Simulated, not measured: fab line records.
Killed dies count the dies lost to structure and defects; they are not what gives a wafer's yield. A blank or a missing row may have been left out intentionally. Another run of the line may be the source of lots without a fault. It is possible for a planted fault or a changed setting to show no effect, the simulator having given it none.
Comparing a struck lot with a sound one -- flow n5 finfet -- 15 out of 1938 route steps
Sound: the wafers L147.3, L147.4, L147.5. Struck: wafer L152.3 (left out: L152.4, L152.6 of the same lot, which were not struck); the cause appears at the end.
Per side, at each step with rows, come the tool, then ch with its chambers, and then its first start. Under that, the readings that differ: sound wafers -- struck wafers -- difference of the means -- sigmas: that difference in standard deviations of wafers without a fault.
alike: words and numbers the same on both sides, and readings whose means are apart by under 2 such deviations; not compared: readings that were withheld, readings missing a value for some wafer, numbers with overlapping values and no deviation given by the record, and bounds like >300 which may hide the same value.
Wherever a step has rows on one side only, a row that says differs or no value, or a row with sigmas, the two part there. Non-overlapping numbers with no deviation appear without sigmas and do not part them. Lack of a reading on every wafer of one side parts them only where that side has two or more wafers.

first, 7 steps without rows for these wafers: N5_BEOL_M5_COAT_74 (time 60 s, resist thk 5 nm); N5_BEOL_M5_COAT_22 (resist thk 30 nm); N5_BEOL_M5_EBR_24; N5_BEOL_M5_SOFTBAKE_23 (time 60 s); N5_BEOL_M5_EXPOSE_25 (exposes mask V4, defocus 10 nm); N5_BEOL_M5_PEB_26 (peb time 60 s); N5_BEOL_M5_DEVELOP_27 (develop time 30 s).
N5_BEOL_M5_CD_MEAS_28: target cd 30.6 nm, target cd y 20 nm.
  sound on cd sem-02 ch 0, day 9 17:59; struck on cd sem-03 ch 0, day 11 06:50
  alike: cd nm
N5_BEOL_M5_OVL_MEAS_29:
  sound on overlay-02 ch 0, day 9 18:02; struck on overlay-01 ch 0, day 11 06:54
reading,sound,struck,difference,sigmas
V4_OVL (nm),1.2 1.8 1.3,-0.4,-1.8,-3
N5_BEOL_M5_INSPECT_30: inspects for defects (brightfield).
  struck on defect inspect-02, day 11 06:57; sound on defect inspect-01, day 9 18:05
  alike: raw defect count
N5_BEOL_M5_DESCUM_33: chemistry O2, time 7 s.
  sound on rie diel-01 ch 0,2,3, day 9 18:07; struck on rie diel-03 ch 1, day 11 06:59
  alike: drypump motor current A, oes product au, rf vpp V, showerhead plenum p Torr, throttle valve pct
  not compared: rf hours counter h
N5_BEOL_M5_ETCH_75: etches underlayer in N2/H2, target depth 6.5 nm, time 5.2 s.
  sound on rie diel-01 ch 0,2,3, day 9 18:08; struck on rie diel-03 ch 1, day 11 07:01
  alike: drypump motor current A, etch rf on time s, oes product au, rf vpp V, showerhead plenum p Torr, throttle valve pct
  not compared: rf hours counter h
N5_BEOL_M5_ETCH_67: etches SiARC in CF4, target depth 15.6 nm, time 26 s.
  sound on rie diel-01 ch 0,2,3, day 9 18:10; struck on rie diel-03 ch 1, day 11 07:02
reading,sound,struck,difference,sigmas
etch rf on time s (s),24.6 26.2 26.5,37.4,+11.6,+16
oes product au (a.u.),0.65 0.65 0.79,0.51,-0.19,-3
  alike: drypump motor current A, mfc ar sccm, rf vpp V, showerhead plenum p Torr, throttle valve pct
  not compared: rf hours counter h
N5_BEOL_M5_ETCH_68: etches SOC in N2/H2, target depth 80 nm, overetch 16 nm, time 120 s.
  sound on rie diel-01 ch 0,2,3, day 9 18:11; struck on rie diel-03 ch 1, day 11 07:04
  alike: drypump motor current A, oes product au, rf vpp V, showerhead plenum p Torr, throttle valve pct
  not compared: rf hours counter h
N5_PASSIVATION_PROBE_49:
  sound wafers here have rows in the record (prober-01, day 14 05:30); struck ones have none

== WHERE THEY PART ==
Last at N5_PASSIVATION_PROBE_49 as far as this record goes, first at N5_BEOL_M5_OVL_MEAS_29.

WHY: what the simulator had put in
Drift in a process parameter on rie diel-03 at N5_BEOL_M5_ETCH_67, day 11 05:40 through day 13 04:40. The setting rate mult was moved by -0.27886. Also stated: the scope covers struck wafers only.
